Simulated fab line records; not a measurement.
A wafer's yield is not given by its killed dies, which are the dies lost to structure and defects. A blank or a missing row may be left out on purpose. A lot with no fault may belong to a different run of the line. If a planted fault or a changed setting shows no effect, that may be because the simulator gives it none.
Which tool was responsible?	flow nand_harc	72 wafers from 24 lots sampled at 6 of the route's 1302 steps

== WHAT THE GAUGES SHOWED, per wafer ==
Not one reading of a measure or inspect step in the record can be checked against a usual standard deviation.

== WHAT TOOL EACH LOT RAN ON (gives the tool, then ch and the chambers of the sampled wafers, and finally the start) ==
lot	NHARC_A_STAIRCASE_ETCH_201	NHARC_A_STAIRCASE_ETCH_223	NHARC_A_STAIRCASE_ETCH_232	NHARC_A_STAIRCASE_STRIP_238	NHARC_A_STAIRCASE_ETCH_451	NHARC_A_STAIRCASE_STRIP_274
L074	rie_diel-11 ch 0,2, day 15 22:38 or earlier	rie_diel-11 ch 1,2,3, day 15 22:38 or earlier	rie_diel-12 ch 0,2,3, day 15 22:38 or earlier	plasma_asher-02 ch 0,1, day 15 22:38	rie_diel-11 ch 0,1, no start	rie_diel-11 ch 1,3, no start
L075	rie_diel-11 ch 2,3, day 16 16:43 or earlier	rie_diel-12 ch 1,2,3, day 16 16:43 or earlier	rie_diel-12 ch 0,3, day 16 16:43 or earlier	plasma_asher-01 ch 0,1, day 16 16:43	rie_diel-08 ch 1,2, no start	rie_diel-08 ch 0,1, no start
L076	rie_diel-12 ch 0,3, day 17 10:05 or earlier	rie_diel-12 ch 1,2,3, day 17 10:05 or earlier	rie_diel-08 ch 0,1,3, day 17 10:05 or earlier	plasma_asher-01 ch 0,1, day 17 10:05	rie_diel-11 ch 0,1,2, no start	rie_diel-11 ch 0,2, no start
L077	rie_diel-11 ch 2,3, day 17 13:08 or earlier	rie_diel-12 ch 0,1,2, day 17 13:08 or earlier	rie_diel-08 ch 0,2,3, day 17 13:08 or earlier	plasma_asher-01 ch 0, day 17 13:08	rie_diel-12 ch 0,1,2, no start	rie_diel-12 ch 2,3, no start
L079	rie_diel-12 ch 0,1,2, day 17 20:22 or earlier	rie_diel-08 ch 0,3, day 17 20:22 or earlier	rie_diel-08 ch 0,1,3, day 17 20:22 or earlier	plasma_asher-01 ch 0,1, day 17 20:22	rie_diel-11 ch 1,2, no start	rie_diel-11 ch 0,2, no start
L078	rie_diel-12 ch 0,3, day 17 20:09 or earlier	rie_diel-12 ch 0,2,3, day 17 20:09 or earlier	rie_diel-12 ch 0,1,3, day 17 20:09 or earlier	plasma_asher-02 ch 0,1, day 17 20:09	rie_diel-12 ch 1,2, no start	rie_diel-12 ch 1,2, no start
L080	rie_diel-11 ch 0,2,3, day 19 08:14 or earlier	rie_diel-08 ch 0,2,3, day 19 08:14 or earlier	rie_diel-08 ch 0,2,3, day 19 08:14 or earlier	plasma_asher-02 ch 0,1, day 19 08:14	rie_diel-11 ch 0,1,2, no start	rie_diel-11 ch 0,1,2, no start
L081	rie_diel-12 ch 0,1,2, day 19 11:43 or earlier	rie_diel-08 ch 1,2,3, day 19 11:43 or earlier	rie_diel-08 ch 0,2,3, day 19 11:43 or earlier	plasma_asher-01 ch 0,1, day 19 11:43	rie_diel-08 ch 1,2,3, no start	rie_diel-08 ch 0,2,3, no start
L082	rie_diel-12 ch 0,3, day 19 20:18 or earlier	rie_diel-11 ch 0,1, day 19 20:18 or earlier	rie_diel-08 ch 0,2, day 19 20:18 or earlier	plasma_asher-01 ch 0,1, day 19 20:18	rie_diel-08 ch 0,2, no start	rie_diel-08 ch 1,3, no start
L083	rie_diel-08 ch 1,2,3, day 20 07:32 or earlier	rie_diel-11 ch 0,1,3, day 20 07:32 or earlier	rie_diel-08 ch 0,1,3, day 20 07:32 or earlier	plasma_asher-01 ch 0,1, day 20 07:32	rie_diel-11 ch 0,1, no start	rie_diel-11 ch 1,2, no start
L084	rie_diel-08 ch 0,1, day 20 20:19 or earlier	rie_diel-08 ch 1,3, day 20 20:19 or earlier	rie_diel-11 ch 0,2, day 20 20:19 or earlier	plasma_asher-02 ch 0,1, day 20 20:19	rie_diel-11 ch 0,1,3, no start	rie_diel-11 ch 0,1, no start
L085	rie_diel-08 ch 0,1,2, day 20 20:40 or earlier	rie_diel-12 ch 0,2, day 20 20:40 or earlier	rie_diel-11 ch 0,1,2, day 20 20:40 or earlier	plasma_asher-01 ch 1, day 20 20:40	rie_diel-08 ch 0,2, no start	rie_diel-08 ch 0,1,3, no start
L086	rie_diel-11 ch 0,1,3, day 21 06:13 or earlier	rie_diel-12 ch 0,1,3, day 21 06:13 or earlier	rie_diel-11 ch 0,1,3, day 21 06:13 or earlier	plasma_asher-02 ch 0,1, day 21 06:13	rie_diel-11 ch 0,1,3, no start	rie_diel-11 ch 0,1,3, no start
L087	rie_diel-12 ch 0,3, day 22 03:26 or earlier	rie_diel-08 ch 0,2,3, day 22 03:26 or earlier	rie_diel-12 ch 2,3, day 22 03:26 or earlier	plasma_asher-02 ch 0,1, day 22 03:26	rie_diel-08 ch 0,3, no start	rie_diel-08 ch 0,2,3, no start
L088	rie_diel-12 ch 0,2,3, day 22 07:34 or earlier	rie_diel-08 ch 2,3, day 22 07:34 or earlier	rie_diel-12 ch 0,3, day 22 07:34 or earlier	plasma_asher-02 ch 0,1, day 22 07:34	rie_diel-11 ch 1,2,3, no start	rie_diel-11 ch 0,2,3, no start
L090	rie_diel-12 ch 0,1, day 22 08:20 or earlier	rie_diel-11 ch 1,3, day 22 08:20 or earlier	rie_diel-08 ch 0,2,3, day 22 08:20 or earlier	plasma_asher-02 ch 0,1, day 22 08:20	rie_diel-12 ch 1,2,3, no start	rie_diel-12 ch 1,2,3, no start
L089	rie_diel-12 ch 0,2,3, day 22 13:56 or earlier	rie_diel-08 ch 0,2, day 22 13:56 or earlier	rie_diel-12 ch 1,2,3, day 22 13:56 or earlier	plasma_asher-02 ch 0,1, day 22 13:56	rie_diel-12 ch 2,3, no start	rie_diel-12 ch 0,3, no start
L091	rie_diel-12 ch 0,1,2, day 22 19:58 or earlier	rie_diel-11 ch 0,1,2, day 22 19:58 or earlier	rie_diel-12 ch 0,1, day 22 19:58 or earlier	plasma_asher-02 ch 1, day 22 19:58	rie_diel-11 ch 0,1, no start	rie_diel-11 ch 0,3, no start
L092	rie_diel-12 ch 2,3, day 23 17:25 or earlier	rie_diel-11 ch 1,2, day 23 17:25 or earlier	rie_diel-08 ch 1,2,3, day 23 17:25 or earlier	plasma_asher-01 ch 0,1, day 23 17:25	rie_diel-11 ch 0,3, no start	rie_diel-11 ch 2,3, no start
L094	rie_diel-11 ch 1,2,3, day 24 03:23 or earlier	rie_diel-11 ch 0,1,3, day 24 03:23 or earlier	rie_diel-11 ch 1,2,3, day 24 03:23 or earlier	plasma_asher-01 ch 0,1, day 24 03:23	rie_diel-12 ch 0,1,3, no start	rie_diel-12 ch 1,2,3, no start
L093	rie_diel-11 ch 0,1,3, day 24 03:40 or earlier	rie_diel-11 ch 0,1,3, day 24 03:40 or earlier	rie_diel-11 ch 0,1,3, day 24 03:40 or earlier	plasma_asher-01 ch 0,1, day 24 03:40	rie_diel-08 ch 0,1,2, no start	rie_diel-08 ch 0,1,2, no start
L095	rie_diel-12 ch 0,1,2, day 25 00:07 or earlier	rie_diel-08 ch 1,2,3, day 25 00:07 or earlier	rie_diel-12 ch 1,2,3, day 25 00:07 or earlier	plasma_asher-01 ch 0,1, day 25 00:07	rie_diel-12 ch 1,2,3, no start	rie_diel-12 ch 0,1,3, no start
L096	rie_diel-11 ch 0,1,2, day 25 17:22 or earlier	rie_diel-12 ch 1,3, day 25 17:22 or earlier	rie_diel-08 ch 0,1,3, day 25 17:22 or earlier	plasma_asher-01 ch 0,1, day 25 17:22	rie_diel-12 ch 0,1,3, no start	rie_diel-12 ch 1,3, no start
L097	rie_diel-08 ch 0,1,2, day 25 18:09 or earlier	rie_diel-08 ch 1,2,3, day 25 18:09 or earlier	rie_diel-12 ch 1,2,3, day 25 18:09 or earlier	plasma_asher-01 ch 0,1, day 25 18:09	rie_diel-11 ch 1,2,3, no start	rie_diel-11 ch 1,2,3, no start
- NHARC_A_STAIRCASE_ETCH_201: etches the open film in C4F8/O2, target depth 100 nm, time 40.5 s.
- NHARC_A_STAIRCASE_ETCH_223: etches the open film in C4F8/O2, target depth 100 nm, time 40.5 s.
- NHARC_A_STAIRCASE_ETCH_232: etches the open film in C4F8/O2, target depth 100 nm, time 40.5 s.
- NHARC_A_STAIRCASE_STRIP_238: strips in O2.
- NHARC_A_STAIRCASE_ETCH_451: etches the open film in CF4/O2, target depth 30 nm, overetch 3 nm, time 16.5 s.
- NHARC_A_STAIRCASE_STRIP_274: strips in O2.

== WHAT THE TOOLS THEMSELVES READ (means of the sampled wafers that have a number; where no wafer has one, the mark that the record gives instead) ==
NHARC_A_STAIRCASE_ETCH_201. Usual: oes_product_au 0.941 a.u., standard deviation 0.01; rf_vpp_V 895 V, standard deviation 6.1.
lot	tool	oes_product_au (a.u.)	rf_vpp_V (V)	flag
L074	rie_diel-11	0.949	889	
L075	rie_diel-11	0.936	888	
L076	rie_diel-12	0.933	898	
L077	rie_diel-11	0.936	887	
L079	rie_diel-12	0.936	899	
L078	rie_diel-12	0.934	898	
L080	rie_diel-11	0.937	890	
L081	rie_diel-12	0.940	899	
L082	rie_diel-12	0.950	895	
L083	rie_diel-08	0.944	890	
L084	rie_diel-08	0.935	898	
L085	rie_diel-08	0.930	896	
L086	rie_diel-11	0.944	894	
L087	rie_diel-12	0.928	895	
L088	rie_diel-12	0.922	894	
L090	rie_diel-12	0.955	903	
L089	rie_diel-12	0.950	894	
L091	rie_diel-12	0.936	897	
L092	rie_diel-12	0.944	890	
L094	rie_diel-11	0.936	897	
L093	rie_diel-11	0.949	893	
L095	rie_diel-12	0.937	898	
L096	rie_diel-11	0.961	899	
L097	rie_diel-08	0.943	902	

NHARC_A_STAIRCASE_ETCH_223. Usual: oes_product_au 0.940 a.u., standard deviation 0.0096; rf_vpp_V 896 V, standard deviation 6.6.
lot	tool	oes_product_au (a.u.)	rf_vpp_V (V)	flag
L074	rie_diel-11	0.945	892	
L075	rie_diel-12	0.941	896	
L076	rie_diel-12	0.949	895	
L077	rie_diel-12	0.942	899	
L079	rie_diel-08	0.938	899	
L078	rie_diel-12	0.947	894	
L080	rie_diel-08	0.934	896	
L081	rie_diel-08	0.931	891	
L082	rie_diel-11	0.936	896	
L083	rie_diel-11	0.951	893	
L084	rie_diel-08	0.946	888	
L085	rie_diel-12	0.947	897	
L086	rie_diel-12	0.937	899	
L087	rie_diel-08	0.939	896	
L088	rie_diel-08	0.939	891	
L090	rie_diel-11	0.952	892	
L089	rie_diel-08	0.945	898	
L091	rie_diel-11	0.934	899	
L092	rie_diel-11	0.939	903	
L094	rie_diel-11	0.933	893	
L093	rie_diel-11	0.928	893	
L095	rie_diel-08	0.945	896	
L096	rie_diel-12	0.928	896	
L097	rie_diel-08	0.949	896	

NHARC_A_STAIRCASE_ETCH_232. Usual: oes_product_au 0.946 a.u., standard deviation 0.011; rf_vpp_V 896 V, standard deviation 6.5.
lot	tool	oes_product_au (a.u.)	rf_vpp_V (V)	flag
L074	rie_diel-12	0.943	895	
L075	rie_diel-12	0.940	896	
L076	rie_diel-08	0.965	894	
L077	rie_diel-08	0.957	897	
L079	rie_diel-08	0.949	892	
L078	rie_diel-12	0.945	899	
L080	rie_diel-08	0.947	896	
L081	rie_diel-08	0.941	896	
L082	rie_diel-08	0.938	898	
L083	rie_diel-08	0.942	894	
L084	rie_diel-11	0.925	898	
L085	rie_diel-11	0.946	900	
L086	rie_diel-11	0.949	893	
L087	rie_diel-12	0.932	892	
L088	rie_diel-12	0.959	898	
L090	rie_diel-08	0.937	896	
L089	rie_diel-12	0.955	896	
L091	rie_diel-12	0.956	901	
L092	rie_diel-08	0.967	890	
L094	rie_diel-11	0.943	897	
L093	rie_diel-11	0.932	893	
L095	rie_diel-12	0.959	895	
L096	rie_diel-08	0.933	899	
L097	rie_diel-12	0.938	895	

NHARC_A_STAIRCASE_STRIP_238. Usual: drypump_motor_current_A 5.3 A, standard deviation 0.41; heater_power_w 327 W, standard deviation 19.
lot	tool	drypump_motor_current_A (A)	heater_power_w (W)	flag
L074	plasma_asher-02	5.4	339	
L075	plasma_asher-01	5.0	319	
L076	plasma_asher-01	5.3	317	
L077	plasma_asher-01	5.7	320	
L079	plasma_asher-01	5.3	314	
L078	plasma_asher-02	5.4	343	
L080	plasma_asher-02	5.4	331	
L081	plasma_asher-01	5.0	316	
L082	plasma_asher-01	5.3	315	
L083	plasma_asher-01	5.4	309	
L084	plasma_asher-02	5.4	349	
L085	plasma_asher-01	4.7	321	
L086	plasma_asher-02	5.4	334	
L087	plasma_asher-02	5.4	347	
L088	plasma_asher-02	5.4	336	
L090	plasma_asher-02	5.4	336	
L089	plasma_asher-02	5.4	348	
L091	plasma_asher-02	5.4	360	
L092	plasma_asher-01	5.0	311	
L094	plasma_asher-01	5.3	315	
L093	plasma_asher-01	5.0	315	
L095	plasma_asher-01	5.4	314	
L096	plasma_asher-01	5.4	310	
L097	plasma_asher-01	5.0	310	

NHARC_A_STAIRCASE_ETCH_451. Usual: drypump_motor_current_A 5.7 A, standard deviation 0.43; oes_f_703_au 1.000 a.u., standard deviation 0.0043; oes_product_au 1.000 a.u., standard deviation 0.0075; rf_vpp_V 197.5 V, standard deviation 1.6; showerhead_plenum_p_Torr 1.33 Torr, standard deviation 0.067; throttle_valve_pct 13.397 %, standard deviation 0.0093.
lot	tool	drypump_motor_current_A (A)	oes_f_703_au (a.u.)	oes_product_au (a.u.)	rf_vpp_V (V)	showerhead_plenum_p_Torr (Torr)	throttle_valve_pct (%)	flag
L074	rie_diel-11	5.5	0.998	0.997	197.1	1.34	13.402	
L075	rie_diel-08	5.9	1.006	1.000	197.0	1.28	13.401	
L076	rie_diel-11	5.8	1.000	0.997	197.2	1.31	13.388	
L077	rie_diel-12	5.8	1.000	1.000	197.6	1.37	13.405	
L079	rie_diel-11	5.7	1.001	1.007	197.9	1.32	13.396	
L078	rie_diel-12	5.7	1.000	0.991	198.4	1.38	13.396	
L080	rie_diel-11	5.8	1.003	1.004	198.7	1.38	13.393	
L081	rie_diel-08	6.0	1.002	0.998	196.8	1.28	13.394	
L082	rie_diel-08	5.8	0.998	1.001	197.7	1.36	13.393	
L083	rie_diel-11	5.4	0.995	1.009	198.5	1.35	13.396	
L084	rie_diel-11	5.4	1.003	1.009	197.3	1.31	13.400	
L085	rie_diel-08	5.8	0.999	1.001	198.2	1.36	13.394	
L086	rie_diel-11	5.4	1.001	1.009	197.2	1.31	13.404	
L087	rie_diel-08	5.5	1.000	1.011	197.0	1.31	13.391	
L088	rie_diel-11	5.7	0.996	1.000	198.4	1.35	13.395	
L090	rie_diel-12	6.0	1.001	0.997	197.6	1.33	13.392	
L089	rie_diel-12	6.2	1.000	0.993	196.5	1.29	13.397	
L091	rie_diel-11	5.5	0.999	1.003	197.0	1.33	13.398	
L092	rie_diel-11	5.4	1.002	0.996	196.6	1.27	13.400	
L094	rie_diel-12	5.8	1.003	1.001	198.6	1.37	13.394	
L093	rie_diel-08	5.6	0.998	0.995	198.6	1.40	13.390	
L095	rie_diel-12	6.0	0.997	0.994	197.3	1.33	13.396	
L096	rie_diel-12	5.8	1.001	1.001	199.8	1.36	13.402	
L097	rie_diel-11	5.7	1.001	1.006	197.8	1.35	13.395	

NHARC_A_STAIRCASE_STRIP_274. Usual: drypump_motor_current_A 5.8 A, standard deviation 0.46; oes_product_au 1.000 a.u., standard deviation 0.0076; rf_vpp_V 57.9 V, standard deviation 0.88; showerhead_plenum_p_Torr 3.52 Torr, standard deviation 0.18; throttle_valve_pct 17.037 %, standard deviation 0.0088.
lot	tool	drypump_motor_current_A (A)	oes_product_au (a.u.)	rf_vpp_V (V)	showerhead_plenum_p_Torr (Torr)	throttle_valve_pct (%)	flag
L074	rie_diel-11	5.4	1.000	57.4	3.44	17.030	
L075	rie_diel-08	5.4	1.001	57.7	3.46	17.041	
L076	rie_diel-11	6.1	0.998	57.3	3.34	17.042	
L077	rie_diel-12	6.3	0.996	57.7	3.43	17.043	
L079	rie_diel-11	6.1	0.995	57.6	3.34	17.039	
L078	rie_diel-12	5.7	0.995	58.2	3.64	17.033	
L080	rie_diel-11	5.8	1.006	58.0	3.63	17.036	
L081	rie_diel-08	5.7	1.006	57.7	3.54	17.033	
L082	rie_diel-08	5.8	0.999	56.9	3.30	17.033	
L083	rie_diel-11	6.1	1.000	58.9	3.74	17.028	
L084	rie_diel-11	5.5	1.003	57.4	3.51	17.040	
L085	rie_diel-08	5.5	1.001	57.0	3.46	17.034	
L086	rie_diel-11	5.5	1.005	58.0	3.46	17.033	
L087	rie_diel-08	5.7	0.998	57.4	3.53	17.041	
L088	rie_diel-11	5.8	0.998	57.9	3.52	17.033	
L090	rie_diel-12	6.0	0.997	57.8	3.51	17.037	
L089	rie_diel-12	5.9	0.994	58.1	3.57	17.036	
L091	rie_diel-11	5.5	0.999	57.6	3.41	17.034	
L092	rie_diel-11	5.7	0.993	58.1	3.47	17.033	
L094	rie_diel-12	6.0	0.998	57.6	3.50	17.046	
L093	rie_diel-08	5.6	0.995	58.1	3.68	17.036	
L095	rie_diel-12	5.8	0.985	58.3	3.60	17.033	
L096	rie_diel-12	6.0	1.001	58.7	3.53	17.027	
L097	rie_diel-11	5.7	1.006	58.8	3.55	17.044	

== THE ANSWER, worked out from the rows above alone ==
Rule: a lot is off if the mean of its wafers that have a number lies more than 3 standard deviations from the usual mean. Also off: a lot with no number at a reading for which 4 or more lots have one. All remaining lots with rows at the step are treated as sound. The gauges are gone through in route order, then the tools' own readings, and for those a lot's mean is taken as printed above. The first step at which some lot is off is used, and at that step the reading that is off furthest; a lot without a number counts as furthest.
No lot is off on any of the readings shown, so nothing can be concluded from this.

== WHAT THE SIMULATOR HAD PUT IN ==
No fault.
